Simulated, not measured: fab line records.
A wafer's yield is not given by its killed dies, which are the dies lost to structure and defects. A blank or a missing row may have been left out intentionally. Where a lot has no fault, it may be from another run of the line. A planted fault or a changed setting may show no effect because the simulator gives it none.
fab line records	flow n5-finfet
record lots=7	wafers=21
route steps=1938 shown BEOL_M0_SAQP@638 BEOL_M0_CUTY@701 BEOL_M1@753 BEOL_M2@884 BEOL_M5@1112
start-h: the number of hours between the record's first day and the start of the first shown wafer of the lot	wait-h: how many hours have passed since the lot's step before this one	" the same as in the row above	L1.1+2: a row that stands for several wafers	- value missing, or start not given	* or withheld: withheld	< > ~ a bound
route shown NAME@n: NAME is a module with steps in the file, n the number in the route of the first one	usual: mean and standard deviation over wafers with no fault	same: alike in all rows	chamber/n: place in a boat	sites: per-site readings	_std_site: standard deviation of those values	_edge_site: inner sites' mean taken away from outer sites' mean	radius-mm: for every site, how far away it sits from the centre of the wafer	mask NAME#n: copy n	behind: the last tool/chamber to shape the wafer	hold: why the lot was held/for how many hours/how that ended	device: transistor that didn't switch, given as n, p or np	end of line: the route-end tests of the same wafers	a step with no rows: only its recipe	killed: the dies lost at the first sort to structure and to defects; this is not the yield of the wafer	map: dies across one wafer; x = killed, . = not, _ = none there
set.NAME: the setting that was run; set.NAME@STEP: the one run at that earlier step	model.NAME: the simulator's own value behind a step, which no gauge read
lots run with intentionally changed settings; tables by step, rows by wafer
## steps
# step N5_BEOL_M0_SAQP_PECVD_04
# recipe material=a-Si	target-thk-a=600	temp-c=350	precursor=SiH4/He	pressure-torr=3	rf-w=100	time-s=60.2
lot.wafer	tool	chamber	start-h	wait-h	set.time-s	model.a-Si_of_BEOL_M0_SAQP_PECVD_04.thk-nm
L074.1	pecvd-01	1	106.79	0.0	60.2	58.4
L074.5	"	1	"	"	60.2	59.4
L074.6	"	2	"	"	52.3	51.8
L075.3	pecvd-01	1	113.11	0.1	60.2	60.6
L075.4	"	2	"	"	60.2	61
L075.5	"	2	"	"	60.2	61.4
L080.1	pecvd-01	0	144.33	0.0	65.32	65.8
L080.2	"	1	"	"	60.2	60
L080.3	"	2	"	"	60.2	59.8
L084.2	pecvd-02	2	165.18	0.0	60.2	60.6
L084.3	"	1	"	"	60.2	60.2
L084.5	"	1	"	"	60.2	61
L089.2	pecvd-02	0	195.89	0.0	60.2	60.6
L089.5	"	1	"	"	60.2	61
L089.6	"	0	"	"	60.2	61.4
L091.4	pecvd-01	0	208.18	0.0	52.69	54
L091.5	"	2	"	"	52.69	52.4
L091.6	"	1	"	"	60.2	60.4
L095.3	pecvd-04	1	241.37	0.0	60.2	59.8
L095.4	"	1	"	"	60.2	60.2
L095.5	"	0	"	"	60.2	61
# step N5_BEOL_M0_SAQP_THK_MEAS_05
# usual thk-nm=60.1/0.81
lot.wafer	tool	chamber	start-h	wait-h	set.time-s@BEOL_M0_SAQP_PECVD_04	thk-nm
L074.1	film-metro-01	-	106.92	0.1	60.2	58.4
L074.5	"	-	"	"	60.2	59.4
L074.6	"	-	"	"	52.3	51.7
L075.3	film-metro-02	-	113.21	0.1	60.2	60.6
L075.4	"	-	"	"	60.2	61.0
L075.5	"	-	"	"	60.2	61.4
L080.1	film-metro-02	-	144.43	0.1	65.32	65.8
L080.2	"	-	"	"	60.2	59.9
L080.3	"	-	"	"	60.2	59.8
L084.2	film-metro-01	-	165.27	0.1	60.2	60.6
L084.3	"	-	"	"	60.2	60.2
L084.5	"	-	"	"	60.2	61.0
L089.2	film-metro-01	-	195.99	0.1	60.2	60.6
L089.5	"	-	"	"	60.2	60.9
L089.6	"	-	"	"	60.2	61.4
L091.4	film-metro-01	-	208.25	0.0	52.69	54.0
L091.5	"	-	"	"	52.69	52.4
L091.6	"	-	"	"	60.2	60.5
L095.3	film-metro-02	-	241.47	0.1	60.2	59.7
L095.4	"	-	"	"	60.2	60.3
L095.5	"	-	"	"	60.2	61.0
# step N5_BEOL_M0_SAQP_HM_DEP_111
# recipe material=SiO2	target-thk-a=120	temp-c=400	precursor=SiH4/N2O	pressure-torr=0.75	rf-w=275	time-s=7.2
# step N5_BEOL_M0_SAQP_COAT_81
# recipe resist=SOC	temp-c=250	time-s=60	spin-rpm=1500	resist-thk-nm=100
# step N5_BEOL_M0_SAQP_HM_OPEN_112
# recipe chemistry=CHF3/O2	target=SiO2	stop-on=a-Si	target-depth-a=120	over-etch-frac=1.25	mask-material=SOC	time-s=13.5	pressure-mtorr=30	source-w=650	bias-w=170	Ar_flow_sccm=200	CHF3_flow_sccm=50	O2_flow_sccm=5	ion-energy-ev=200	ends=end-point
# step N5_BEOL_M0_SAQP_STRIP_113
# recipe chemistry=CHF3/O2	resist=SiARC	rf-frequency-hz=6e+07
# step N5_BEOL_M0_SAQP_MANDREL_ETCH_20
# recipe target-depth-a=600	chemistry=HBr/Cl2	target=a-Si	stop-on=SiNx	bt-time-s=10	mask-material=SOC	over-etch-frac=0.5	time-s=30	pressure-mtorr=10	icp-w=800	bias-w=75	HBr_flow_sccm=150	Cl2_flow_sccm=80	ends=end-point
# usual oes-product-au=0.775/0.012
lot.wafer	tool	chamber	start-h	wait-h	set.time-s@BEOL_M0_SAQP_PECVD_04	oes-product-au	model.etch.depth-nm
L074.1	rie-si-04	3	107.73	0.0	60.2	0.773	58.37
L074.5	"	0	"	"	60.2	0.773	59.36
L074.6	"	1	"	"	52.3	0.700	51.73
L075.3	rie-si-04	0	114.08	0.0	60.2	0.774	60.52
L075.4	"	3	"	"	60.2	0.791	60.9
L075.5	"	1	"	"	60.2	0.777	61.34
L080.1	rie-si-03	0	145.44	0.0	65.32	0.805	65.77
L080.2	"	2	"	"	60.2	0.766	59.93
L080.3	"	1	"	"	60.2	0.781	59.75
L084.2	rie-si-03	2	166.13	0.0	60.2	0.763	60.59
L084.3	"	3	"	"	60.2	0.780	60.15
L084.5	"	2	"	"	60.2	0.768	61.06
L089.2	rie-si-03	2	196.87	0.0	60.2	0.767	60.59
L089.5	"	1	"	"	60.2	0.791	60.89
L089.6	"	2	"	"	60.2	0.770	61.41
L091.4	rie-si-03	1	208.96	0.0	52.69	0.730	53.93
L091.5	"	2	"	"	52.69	0.698	52.45
L091.6	"	3	"	"	60.2	0.779	60.5
L095.3	rie-si-03	2	242.32	0.0	60.2	0.757	59.71
L095.4	"	3	"	"	60.2	0.778	60.26
L095.5	"	0	"	"	60.2	0.771	60.96
# step N5_BEOL_M0_SAQP_STRIP_86
# recipe chemistry=N2/H2	power-w=500	temp-c=40	pressure-mtorr=50	rf-frequency-hz=6e+07	overash-fraction=0.3	bias-power-w=28	h2-frac=0.5	n2-flow-sccm=300	h2-flow-sccm=300
# step N5_BEOL_M0_SAQP_STRIP_115
# recipe chemistry=post-etch-residue-remover	time-s=60	temp-c=25	remover-ph=withheld	remover-water-wt-pct=withheld	remover-fluoride-wt-pct=withheld
# step N5_BEOL_M0_SAQP_SRD_93
# recipe dry=ipa-marangoni	time-s=30	temp-c=23	rinse-liquid=diw
# step N5_BEOL_M0_SAQP_RECESS_114
# recipe chemistry=HF/NH3	target=SiO2	target-depth-a=144	afs-cycles=3	temp-c=30	sublimation-temp-c=180	sublimation-time-s=60
# step N5_BEOL_M0_SAQP_SPACER1_ALD_98
# recipe material=SiO2	target-thk-a=128	temp-c=300	ald-precursor-family=BDEAS	ald-co-reactant=O2-plasma	pulse-time-s=1	purge-time-s=2	co-reactant-purge-time-s=2	ald-cycles=138	pressure-torr=2
lot.wafer	tool	chamber	start-h	wait-h	set.time-s@BEOL_M0_SAQP_PECVD_04	model.a-Si_of_BEOL_M0_SAQP_PECVD_04.thk-nm
L074.1	ald-sin-02	1	108.34	0.3	60.2	58.2
L074.5	"	3	"	"	60.2	59.2
L074.6	"	0	"	"	52.3	51.6
L075.3	ald-sin-02	2	115.19	0.5	60.2	60.4
L075.4	"	0	"	"	60.2	60.8
L075.5	"	2	"	"	60.2	61.2
L080.1	ald-sin-02	2	146.26	0.3	65.32	65.6
L080.2	"	1	"	"	60.2	59.8
L080.3	"	3	"	"	60.2	59.6
L084.2	ald-sin-03	2	166.74	0.3	60.2	60.4
L084.3	"	0	"	"	60.2	60
L084.5	"	2	"	"	60.2	60.8
L089.2	ald-sin-03	1	197.50	0.3	60.2	60.4
L089.5	"	0	"	"	60.2	60.8
L089.6	"	1	"	"	60.2	61.2
L091.4	ald-sin-01	2	210.29	0.9	52.69	53.8
L091.5	"	3	"	"	52.69	52.2
L091.6	"	2	"	"	60.2	60.4
L095.3	ald-sin-02	0	242.94	0.1	60.2	59.6
L095.4	"	2	"	"	60.2	60
L095.5	"	0	"	"	60.2	60.8
# step N5_BEOL_M0_SAQP_SPACER1_ETCHBACK_99
# recipe chemistry=CHF3/O2	mode=anisotropic-etchback	target=SiO2	target-depth-a=154	time-s=7.7	pressure-mtorr=30	source-w=650	bias-w=170	Ar_flow_sccm=200	CHF3_flow_sccm=50	O2_flow_sccm=5	ion-energy-ev=200
# step N5_BEOL_M0_SAQP_MANDREL1_REMOVE_100
# recipe chemistry=HBr/Cl2/O2	bt-time-s=10	target=a-Si	stop-on=SiNx	endpoint=OES-SiCl	over-etch-frac=0.85	icp-w=600	bias-w=30	HBr_flow_sccm=150	Cl2_flow_sccm=80	O2_flow_sccm=5	pressure-mtorr=10
# step N5_BEOL_M0_SAQP_ETCH_101
# recipe chemistry=CH3F/O2	target=SiNx	mask-material=SiO2	target-depth-a=299	time-s=42.7	pressure-mtorr=30	source-w=395	bias-w=73	Ar_flow_sccm=150	CH3F_flow_sccm=30	O2_flow_sccm=20	ion-energy-ev=120
# step N5_BEOL_M0_SAQP_ETCH_102
# recipe chemistry=CF4	target=SiO2	target-depth-a=40	ion-energy-ev=350	time-s=4.4	pressure-mtorr=10	icp-w=800	bias-w=400	cf4-flow-sccm=80
# step N5_BEOL_M0_SAQP_MANDREL_ETCH_103
# recipe chemistry=HBr/Cl2	target=a-Si	target-depth-a=450	bt-time-s=10	stop-on=SiCN	mask-material=SiO2	over-etch-frac=0.8	time-s=27	pressure-mtorr=10	icp-w=800	bias-w=75	HBr_flow_sccm=150	Cl2_flow_sccm=80	ends=end-point
lot.wafer	tool	chamber	start-h	wait-h	set.time-s@BEOL_M0_SAQP_PECVD_96	model.etch.depth-nm
L074.1	rie-si-04	0	109.19	0.0	45.2	44.44
L074.5	"	2	"	"	42.68	42.78
L074.6	"	1	"	"	45.2	46.07
L075.3	rie-si-02	2	116.04	0.0	45.2	44.55
L075.4	"	3	"	"	45.2	45.23
L075.5	"	3	"	"	45.2	45.17
L080.1	rie-si-02	1	147.11	0.0	45.2	44.48
L080.2	"	0	"	"	45.2	44.9
L080.3	"	3	"	"	45.2	45.44
L084.2	rie-si-04	2	167.90	0.0	45.2	44.79
L084.3	"	0	"	"	45.2	45.1
L084.5	"	0	"	"	45.2	45.28
L089.2	rie-si-03	3	198.36	0.0	41.26	40.91
L089.5	"	2	"	"	45.2	45.93
L089.6	"	3	"	"	45.2	45.75
L091.4	rie-si-04	0	211.14	0.0	45.2	45.67
L091.5	"	2	"	"	45.2	45.5
L091.6	"	3	"	"	45.2	45.14
L095.3	rie-si-03	3	243.83	0.0	45.2	44.74
L095.4	"	1	"	"	45.2	45
L095.5	"	3	"	"	47.44	47.71
# step N5_BEOL_M0_CUTY_COAT_50
# recipe resist=SiARC	temp-c=220	time-s=60	spin-rpm=1500	resist-thk-nm=15
lot.wafer	tool	chamber	start-h	wait-h	set.spin-rpm	model.SiARC_of_BEOL_M0_CUTY_COAT_50.thk-nm
L074.1+5+6	litho-track-05	0	112.95	0.0	1500	15
L075.3+5	litho-track-02	0	119.03	0.0	1500	15
L075.4	"	0	"	"	1428	15.4
L080.1+2+3	litho-track-04	0	150.09	0.0	1500	15
L084.2+3+5	litho-track-04	0	172.11	0.0	1500	15
L089.2+6	litho-track-02	0	201.52	0.0	1500	15
L089.5	"	0	"	"	1598	14.6
L091.4+5	litho-track-04	0	214.49	0.0	1500	15
L091.6	"	0	"	"	1644	14.4
L095.3+4+5	litho-track-02	0	246.95	0.0	1500	15
# step N5_BEOL_M1_PECVD_72
# recipe material=SiO2	target-thk-a=160	temp-c=400	precursor=TEOS/O2	pressure-torr=5.5	rf-w=450	teos-flow-sccm=53.8	gas=O2	flow-sccm=3000	time-s=18
lot.wafer	tool	chamber	start-h	wait-h	set.time-s	model.SiO2_of_BEOL_M1_PECVD_72.thk-nm
L074.1	pecvd-03	1	124.07	0.0	17.01	15.4
L074.5+6	"	1,0	"	"	18	16.4
L075.3	pecvd-04	0	126.16	0.0	20.7	18.6
L075.4	"	2	"	"	20.7	19
L075.5	"	1	"	"	18	16.6
L080.1	pecvd-03	0	154.89	0.0	18	15.8
L080.2	"	2	"	"	18	15.4
L080.3	"	1	"	"	16.32	14.4
L084.2	pecvd-02	0	180.32	0.0	18	16.4
L084.3	"	1	"	"	18	16
L084.5	"	1	"	"	18	16.2
L089.2	pecvd-02	0	209.29	0.0	19.53	17.2
L089.5	"	0	"	"	18	16.4
L089.6	"	2	"	"	18	16.2
L091.4	pecvd-03	0	222.63	0.1	20.47	18.8
L091.5+6	"	0,1	"	"	20.47	18.4
L095.3	pecvd-03	0	256.52	0.0	18	15.6
L095.4+5	"	0,1	"	"	18	15.8
# step N5_BEOL_M1_COAT_05
# recipe resist=CAR-EUV	spin-rpm=1500	resist-thk-nm=30
lot.wafer	tool	chamber	start-h	wait-h	set.spin-rpm	model.CAR-EUV_of_BEOL_M1_COAT_05.thk-nm
L074.1+6	litho-track-01	0	-	-	1500	30
L074.5	"	0	"	"	1340	31.8
L075.3+4	litho-track-01	0	-	-	1545	29.6
L075.5	"	0	"	"	1500	30
L080.1	litho-track-03	0	-	-	1500	30
L080.2+3	"	0	"	"	1367	31.4
L084.2	litho-track-03	0	-	-	1500	30
L084.3+5	"	0	"	"	1500	29.8
L089.2	litho-track-01	0	-	-	1408	31
L089.5	"	0	"	"	1500	30
L089.6	"	0	"	"	1408	30.8
L091.4	litho-track-01	0	-	-	1450	30.6
L091.5+6	"	0	"	"	1500	30.2
L095.3+4+5	litho-track-05	0	-	-	1500	30
# step N5_BEOL_M1_EBR_07
# recipe solvent=PGMEA	ebr-width-mm=1.5
# step N5_BEOL_M1_SOFTBAKE_06
# recipe temp-c=110	time-s=60	resist=CAR-EUV
# step N5_BEOL_M1_EXPOSE_08
# recipe mask-id=M1	na=0.33	source-shape=dipole	sigma-inner=0.369	sigma-outer=0.767	polarization=unpolarized	dose-mj=33
# step N5_BEOL_M1_PEB_09
# recipe peb-temp-c=100	peb-time-s=60	resist=CAR-EUV
# step N5_BEOL_M1_DEVELOP_10
# recipe develop-time-s=30	developer=TMAH	resist=CAR-EUV	rinse-liquid=surfactant-rinse	dry=air-spin	dev-temp-c=23
lot.wafer	tool	chamber	start-h	wait-h	set.spin-rpm@BEOL_M1_COAT_05	model.CAR-EUV_of_BEOL_M1_COAT_05.thk-nm
L074.1+6	litho-track-03	0	-	-	1500	29.6
L074.5	"	0	"	"	1340	31.4
L075.3+4	litho-track-03	0	-	-	1545	29.2
L075.5	"	0	"	"	1500	29.6
L080.1	litho-track-05	0	-	-	1500	29.6
L080.2+3	"	0	"	"	1367	30.8
L084.2+3+5	litho-track-05	0	-	-	1500	29.4
L089.2	litho-track-05	0	-	-	1408	30.6
L089.5	"	0	"	"	1500	29.6
L089.6	"	0	"	"	1408	30.4
L091.4	litho-track-01	0	-	-	1450	30.2
L091.5+6	"	0	"	"	1500	29.6
L095.3+5	litho-track-05	0	-	-	1500	29.6
L095.4	"	0	"	"	1500	29.4
# step N5_BEOL_M1_STRIP_97
# recipe chemistry=N2/H2	time-s=10	power-w=450	temp-c=40	pressure-mtorr=20	rf-frequency-hz=6e+07	bias-power-w=7	n2-flow-sccm=200	h2-flow-sccm=200
# step N5_BEOL_M1_HM_STRIP_39
# recipe chemistry=peroxide-tin-strip	material=TiN	target-depth-a=250	temp-c=50	time-s=158
lot.wafer	tool	chamber	start-h	wait-h	set.time-s@BEOL_M1_PECVD_72	model.SiO2_of_BEOL_M1_PECVD_72.thk-nm
L074.1	wet-bench-02	0	130.38	0.0	17.01	15.2
L074.5+6	"	4,1	"	"	18	16.2
L075.3	wet-bench-06	3	140.43	0.0	20.7	18.4
L075.4	"	4	"	"	20.7	18.8
L075.5	"	0	"	"	18	16.4
L080.1	wet-bench-01	7	161.06	0.0	18	15.8
L080.2	"	2	"	"	18	15.2
L080.3	"	6	"	"	16.32	14.4
L084.2	wet-bench-01	0	184.92	0.0	18	16.2
L084.3+5	"	6,7	"	"	18	16
L089.2	wet-bench-02	3	212.59	0.0	19.53	17
L089.5	"	2	"	"	18	16.4
L089.6	"	7	"	"	18	16.2
L091.4	wet-bench-06	4	228.52	0.0	20.47	18.6
L091.5	"	7	"	"	20.47	18.4
L091.6	"	0	"	"	20.47	18.2
L095.3	wet-bench-06	0	266.98	0.0	18	15.4
L095.4	"	2	"	"	18	15.8
L095.5	"	5	"	"	18	15.6
# step N5_BEOL_M1_SPUTTER_48
# recipe material=Cu	target-thk-a=45	temp-c=-20	chamber-pressure-pa=0.07	power-w=withheld	time-s=8.29
lot.wafer	tool	chamber	start-h	wait-h	set.time-s	model.Cu_of_BEOL_M1_SPUTTER_48.thk-nm
L074.1+5+6	pvd-sputter-01	-	131.70	0.2	8.29	4.4
L075.3	pvd-sputter-03	-	141.71	0.2	8.29	4.4
L075.4+5	"	-	"	"	8.976	-
L080.1+2	pvd-sputter-02	-	162.89	0.8	8.29	4.6
L080.3	"	-	"	"	7.623	4.2
L084.2+5	pvd-sputter-02	-	185.96	0.1	8.29	4.6
L084.3	"	-	"	"	8.29	4.4
L089.2+5+6	pvd-sputter-03	-	213.82	0.1	8.29	4.6
L091.4+5+6	pvd-sputter-03	-	229.78	0.1	8.29	4.6
L095.3+4	pvd-sputter-02	-	269.51	0.2	8.853	4.8
L095.5	"	-	"	"	8.29	4.4
# step N5_BEOL_M2_ETCH_70
# recipe chemistry=N2/H2	target=SOC	target-depth-a=800	overetch-a=240	mask-material=SiARC	temp-c=40	time-s=130	ion-energy-ev=200	pressure-mtorr=30	source-w=840	bias-w=150	n2-flow-sccm=200	h2-flow-sccm=200
# usual rf-vpp-V=523.7/2.3
lot.wafer	tool	chamber	start-h	wait-h	set.bias-w	rf-vpp-V	model.SiARC_of_BEOL_M2_COAT_68.thk-nm
L074.1	rie-diel-03	3	144.29	0.0	150	521.6	5.8
L074.5	"	0	"	"	134.6	490.5	6.8
L074.6	"	1	"	"	134.6	489.0	6.4
L075.3	rie-diel-03	2	148.47	0.0	150	527.4	6
L075.4	"	0	"	"	166.1	558.7	5.2
L075.5	"	2	"	"	150	525.6	5.8
L080.1	rie-diel-03	0	169.38	0.0	162.2	548.8	5.4
L080.2	"	3	"	"	150	522.1	5.6
L080.3	"	2	"	"	162.2	553.0	5.4
L084.2	rie-diel-05	3	191.43	0.0	150	525.7	6.2
L084.3	"	1	"	"	150	523.9	6.2
L084.5	"	0	"	"	150	519.4	6
L089.2	rie-diel-05	3	220.35	0.0	150	525.8	6
L089.5	"	0	"	"	172.7	568.1	5
L089.6	"	3	"	"	150	524.4	6.2
L091.4	rie-diel-03	0	237.73	0.0	150	523.6	6
L091.5	"	2	"	"	150	526.3	6
L091.6	"	1	"	"	150	522.3	5.8
L095.3	rie-diel-05	0	281.87	0.0	150	528.3	6
L095.4	"	2	"	"	150	527.7	5.6
L095.5	"	1	"	"	150	522.0	6.2
# step N5_BEOL_M5_ILD_DEP_00
# recipe material=SiCOH_lowk	target-thk-a=1406.4	temp-c=300	precursor=DEMS/porogen	pressure-torr=5	rf-w=500	time-s=25.9
lot.wafer	tool	chamber	start-h	wait-h	set.time-s	model.SiCOH_lowk_of_BEOL_M5_ILD_DEP_00.thk-nm
L074.1	pecvd-04	0	169.20	0.8	25.9	139
L074.5	"	0	"	"	24.4	134.8
L074.6	"	1	"	"	24.4	133.2
L075.3	pecvd-02	2	172.01	0.5	24.23	131.4
L075.4	"	1	"	"	25.9	141.8
L075.5	"	0	"	"	25.9	140.4
L080.1	pecvd-03	1	196.33	0.8	28.98	156
L080.2	"	2	"	"	28.98	156.8
L080.3	"	0	"	"	25.9	140
L084.2	pecvd-03	0	220.05	0.7	25.9	142.6
L084.3	"	1	"	"	25.9	143.4
L084.5	"	0	"	"	25.9	141.4
L089.2	pecvd-02	1	248.83	0.7	25.9	138.4
L089.5	"	1	"	"	28.14	155.2
L089.6	"	2	"	"	28.14	153.4
L091.4	pecvd-04	1	280.22	0.4	22.94	124.8
L091.5	"	2	"	"	25.9	138.4
L091.6	"	0	"	"	25.9	141.2
L095.3	pecvd-04	0	312.61	0.5	25.9	142.2
L095.4	"	1	"	"	27.09	148.8
L095.5	"	2	"	"	27.09	149.6
# step N5_BEOL_M5_CURE_79
# recipe temp-c=385	time-s=240	ambient=He/Ar	material=SiCOH_lowk
lot.wafer	tool	chamber	start-h	wait-h	set.time-s@BEOL_M5_ILD_DEP_00	model.SiCOH_lowk_of_BEOL_M5_ILD_DEP_00.thk-nm
L074.1	uv-cure-01	1	169.26	0.0	25.9	119.6
L074.5	"	1	"	"	24.4	115.8
L074.6	"	1	"	"	24.4	114.6
L075.3	uv-cure-01	1	172.23	0.2	24.23	113
L075.4	"	1	"	"	25.9	122
L075.5	"	1	"	"	25.9	120.8
L080.1	uv-cure-01	1	196.39	0.0	28.98	134.4
L080.2	"	1	"	"	28.98	135
L080.3	"	1	"	"	25.9	120.4
L084.2	uv-cure-02	1	220.22	0.2	25.9	122.6
L084.3	"	1	"	"	25.9	123.4
L084.5	"	1	"	"	25.9	121.8
L089.2	uv-cure-02	1	248.97	0.1	25.9	119
L089.5	"	1	"	"	28.14	133.8
L089.6	"	1	"	"	28.14	132
L091.4	uv-cure-03	2	280.50	0.3	22.94	107.2
L091.5	"	2	"	"	25.9	119.2
L091.6	"	2	"	"	25.9	121.4
L095.3	uv-cure-01	2	312.83	0.2	25.9	122.4
L095.4	"	2	"	"	27.09	128
L095.5	"	2	"	"	27.09	128.8
# step N5_BEOL_M5_THK_MEAS_01
# recipe reads=SiCOH_lowk_of_BEOL_M5_ILD_DEP_00
# usual M5_ILD_THK=121.0/1.5
lot.wafer	tool	chamber	start-h	wait-h	set.time-s@BEOL_M5_ILD_DEP_00	M5_ILD_THK[nm]
L074.1	film-metro-02	-	169.77	0.4	25.9	119.6
L074.5	"	-	"	"	24.4	115.9
L074.6	"	-	"	"	24.4	114.5
L075.3	film-metro-02	-	172.58	0.3	24.23	113.0
L075.4	"	-	"	"	25.9	122.0
L075.5	"	-	"	"	25.9	120.7
L080.1	film-metro-01	-	196.90	0.4	28.98	134.4
L080.2	"	-	"	"	28.98	135.1
L080.3	"	-	"	"	25.9	120.4
L084.2	film-metro-01	-	220.66	0.4	25.9	122.7
L084.3	"	-	"	"	25.9	123.3
L084.5	"	-	"	"	25.9	121.7
L089.2	film-metro-01	-	249.40	0.4	25.9	118.9
L089.5	"	-	"	"	28.14	133.7
L089.6	"	-	"	"	28.14	132.0
L091.4	film-metro-01	-	280.77	0.2	22.94	107.3
L091.5	"	-	"	"	25.9	119.1
L091.6	"	-	"	"	25.9	121.5
L095.3	film-metro-01	-	313.18	0.3	25.9	122.5
L095.4	"	-	"	"	27.09	128.1
L095.5	"	-	"	"	27.09	128.8
## key
split step=N5_BEOL_M0_SAQP_PECVD_04	setting=time-s	stated=60.2	by=wafer
response step=N5_BEOL_M0_SAQP_PECVD_04	reading=model.a-Si_of_BEOL_M0_SAQP_PECVD_04.thk-nm	change=+0.583	per=1%	r=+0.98
response step=N5_BEOL_M0_SAQP_THK_MEAS_05	reading=thk-nm	change=*	per=1%	r=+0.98
response step=N5_BEOL_M0_SAQP_MANDREL_ETCH_20	reading=oes-product-au	change=+0.00506	per=1%	r=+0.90
response step=N5_BEOL_M0_SAQP_MANDREL_ETCH_20	reading=model.etch.depth-nm	change=+0.588	per=1%	r=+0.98
response step=N5_BEOL_M0_SAQP_SPACER1_ALD_98	reading=model.a-Si_of_BEOL_M0_SAQP_PECVD_04.thk-nm	change=+0.589	per=1%	r=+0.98
split step=N5_BEOL_M0_CUTY_COAT_50	setting=spin-rpm	stated=1500	by=wafer
response step=N5_BEOL_M0_CUTY_COAT_50	reading=model.SiARC_of_BEOL_M0_CUTY_COAT_50.thk-nm	change=-0.0652	per=1%	r=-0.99
split step=N5_BEOL_M1_PECVD_72	setting=time-s	stated=18	by=wafer
response step=N5_BEOL_M1_PECVD_72	reading=model.SiO2_of_BEOL_M1_PECVD_72.thk-nm	change=+0.138	per=1%	r=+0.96
response step=N5_BEOL_M1_HM_STRIP_39	reading=model.SiO2_of_BEOL_M1_PECVD_72.thk-nm	change=+0.132	per=1%	r=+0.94
split step=N5_BEOL_M1_COAT_05	setting=spin-rpm	stated=1500	by=wafer
response step=N5_BEOL_M1_COAT_05	reading=model.CAR-EUV_of_BEOL_M1_COAT_05.thk-nm	change=-0.159	per=1%	r=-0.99
response step=N5_BEOL_M1_DEVELOP_10	reading=model.CAR-EUV_of_BEOL_M1_COAT_05.thk-nm	change=-0.154	per=1%	r=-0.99
split step=N5_BEOL_M1_SPUTTER_48	setting=time-s	stated=8.29	by=wafer
response step=N5_BEOL_M1_SPUTTER_48	reading=model.Cu_of_BEOL_M1_SPUTTER_48.thk-nm	change=+0.0535	per=1%	r=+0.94
split step=N5_BEOL_M2_ETCH_70	setting=bias-w	stated=150	by=wafer
response step=N5_BEOL_M2_ETCH_70	reading=rf-vpp-V	change=+3.02	per=1%	r=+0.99
response step=N5_BEOL_M2_ETCH_70	reading=model.SiARC_of_BEOL_M2_COAT_68.thk-nm	change=-0.0659	per=1%	r=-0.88
split step=N5_BEOL_M5_ILD_DEP_00	setting=time-s	stated=25.9	by=wafer
response step=N5_BEOL_M5_ILD_DEP_00	reading=model.SiCOH_lowk_of_BEOL_M5_ILD_DEP_00.thk-nm	change=+1.42	per=1%	r=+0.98
response step=N5_BEOL_M5_CURE_79	reading=model.SiCOH_lowk_of_BEOL_M5_ILD_DEP_00.thk-nm	change=+1.24	per=1%	r=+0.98
response step=N5_BEOL_M5_THK_MEAS_01	reading=M5_ILD_THK	change=+1.23	per=1%	r=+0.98
split outside-this-file step=N5_BEOL_M0_SAQP_PECVD_96 setting=time-s
# split outside-this-file: this setting was split too, and the file shows its column; the key of that split is in another file
